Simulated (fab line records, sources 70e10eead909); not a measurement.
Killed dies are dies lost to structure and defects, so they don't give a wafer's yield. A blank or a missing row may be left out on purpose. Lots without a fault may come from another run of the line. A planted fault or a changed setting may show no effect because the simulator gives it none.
Chamber matching | flow nand_harc | NHARC_P_M1_PRE_CLEAN_32 on pecvd-01: 3 sister chambers
The step time 12 s. 3 wafers are shown with their chamber, then 8 later ones without.

WAFERS WITH THEIR CHAMBER
wafer  | chamber | heater_power_w (W)
L087.3 | 1       | 624
L087.4 | 0       | 549
L086.3 | 2       | 685

WAFERS WITHOUT THEIR CHAMBER
wafer  | heater_power_w (W)
L086.4 | 678
L086.5 | 700
L088.1 | 702
L088.4 | 698
L088.5 | 698
L093.1 | 628
L093.5 | 678
L093.6 | 547

WHICH CHAMBER EACH WENT THROUGH
wafer  | from the rows above | in truth
L086.4 | 2                   | 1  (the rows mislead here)
L086.5 | 2                   | 2
L088.1 | 2                   | 2
L088.4 | 2                   | 2
L088.5 | 2                   | 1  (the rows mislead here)
L093.1 | 1                   | 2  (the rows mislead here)
L093.5 | 2                   | 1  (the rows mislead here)
L093.6 | 0                   | 0
Placed correctly: 4 of 8. Can't be placed from these rows: 0. Placed wrongly: 4.
How it was worked out, from the rows above alone: a wafer's distance from a chamber is the root of the sum, over the readings, of the square of ((its reading less the chamber's mean) divided by the reading's scatter). The wafer belongs to the nearest chamber; if the next one is less than 2 further off, it can't be placed. A chamber's mean is the mean of its shown wafers. The scatter: with one shown wafer a chamber, the root of the mean of the squares of how far each hidden wafer lies from its nearest shown one.
